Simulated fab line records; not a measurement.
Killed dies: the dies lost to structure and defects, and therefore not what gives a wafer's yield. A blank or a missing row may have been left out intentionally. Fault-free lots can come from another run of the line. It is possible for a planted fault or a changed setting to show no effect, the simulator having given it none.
A lot that was struck, set against a sound lot	flow nandHarc	21 out of 1159 route steps
Sound: these wafers, L605.1, L605.2, L605.6. The struck wafers were L612.1, L612.2, L612.3. Last of all comes the cause.
Per side, at each step with rows, come the tool, then ch with its chambers, and then its first start. Under that, the readings that differ: sound wafers	struck wafers	difference of the means	sigmas: that difference in standard deviations of wafers without a fault.
alike: same words and numbers on both sides, and readings whose means sit less than 2 such deviations apart. not compared: any withheld reading, any reading some wafer has no value for, any bound like >300 that may hide the same value, and any number with overlapping values for which the record gives no deviation.
Wherever a step has rows on one side only, a row that says differs or no value, or a row with sigmas, the two part there. When numbers do not overlap yet have no deviation, they are printed without sigmas and do not part them. A reading missing from all wafers of one side parts the sides only when that side holds two or more wafers.

NHARC_A_BLC_CMP_25: polishes, t overpolish 30 s, target thk 150 nm.
  sound on cmp-02 ch 0,1, day 17 04:33; struck on cmp-02 ch 1,2,3, day 19 15:36
  alike: motorCurrentA, overpolishRunS, timeToEndpointS
following that, these wafers have no rows for 1 step: NHARC_A_BLC_SRD_27.
NHARC_A_BLC_INSPECT_28:
  sound: defectInspect-02 at day 17 04:58; struck: defectInspect-02 at day 19 16:00
  alike: rawDefectCount
then, 8 steps without rows for these wafers: NHARC_A_M0_DEP_00 (deposits SiOC, target thk 150 nm); NHARC_A_M0_DEHYDRATE_01 (time 120 s); NHARC_A_M0_HMDS_02 (time 30 s); NHARC_A_M0_COAT_33 (time 65 s); NHARC_A_M0_COAT_03 (resist thk 90 nm); NHARC_A_M0_SOFTBAKE_04 (time 55 s); NHARC_A_M0_EBR_05; NHARC_A_M0_EXPOSE_06 (exposes mask A M0, target cd 80 nm).
NHARC_A_M0_PEB_07: peb time 65 s.
  sound on lithoTrack-06 ch 0, day 17 05:40; struck on lithoTrack-06 ch 0, day 19 17:01
then, 1 step without rows for these wafers: NHARC_A_M0_DEVELOP_08 (develop time 35 s).
NHARC_A_M0_CD_MEAS_09 targets a cd of 80 nm.
  sound on cdSem-02 ch 0, day 17 05:44; struck on cdSem-03 ch 0
reading	sound	struck	difference	sigmas
cdNm (nm)	80.7 80.8 80.0	82.4 82.2 82.9	+2.0	+3
  not compared: hold
NHARC_A_M0_OVL_MEAS_10: pitch 160 nm.
  sound: overlay-02 at day 17 05:50; struck: overlay-02 at day 19 21:37
reading	sound	struck	difference	sigmas
hold	- - -	awaitDispo/4.2h/release awaitDispo/4.2h/release awaitDispo/4.2h/release	no value on the sound wafers	
  alike: overlayXNm, overlayYNm
NHARC_A_M0_INSPECT_11:
  sound: defectInspect-02 at day 17 05:53; struck: defectInspect-01 at day 19 21:39
  alike: rawDefectCount
NHARC_A_M0_DESCUM_14: chemistry O2, time 3 s.
  sound on rieDiel-09 ch 0,2, day 17 05:56; struck on rieDiel-13 ch 0,1,3, day 20 06:01
reading	sound	struck	difference	sigmas
model.A_M0.cdNm (nm)	79.85 80.79 80.39	82.23 82.68 83.28	+2.39	
  alike: drypumpMotorCurrentA, oesProductAu, rfVppV, showerheadPlenumPTorr, throttleValvePct
  not compared: rfHoursCounterH
NHARC_A_M0_ETCH_34: etches the open film in N2/H2, target depth 40 nm, overetch 12 nm, time 43.94 s.
  sound on rieDiel-09 ch 0,2,3, day 17 06:02; struck on rieDiel-13 ch 1,2,3, day 20 06:05
  alike: drypumpMotorCurrentA, oesProductAu, rfVppV, showerheadPlenumPTorr, throttleValvePct
  not compared: rfHoursCounterH
NHARC_A_M0_ETCH_15: etches the open film in C4F8/Ar, target depth 150 nm, overetch 15 nm, time 82.5 s.
  sound on rieDiel-09 ch 0,1; struck on rieDiel-13 ch 0,1,3
reading	sound	struck	difference	sigmas
model.A_M0.cdNm (nm)	79.8 80.48 80.79	82.08 82.68 82.83	+2.17	
  alike: oesProductAu, rfVppV
  not compared: rfHoursCounterH
NHARC_A_M0_CD_MEAS_16:
  sound: cdSem-03 at day 17 06:14; struck: cdSem-01 at day 20 06:20
reading	sound	struck	difference	sigmas
cdNm (nm)	80.1 80.4 81.0	82.1 82.7 82.9	+2.1	+2
NHARC_END_SORT_01:
  at this point the record logs the struck wafers (prober-01 ch 0, day 22 05:12) and has no rows for the sound ones

## WHERE THEY PART
First at NHARC_A_M0_CD_MEAS_09; last, within this record, at NHARC_END_SORT_01.

WHY: what had been put in by the simulator
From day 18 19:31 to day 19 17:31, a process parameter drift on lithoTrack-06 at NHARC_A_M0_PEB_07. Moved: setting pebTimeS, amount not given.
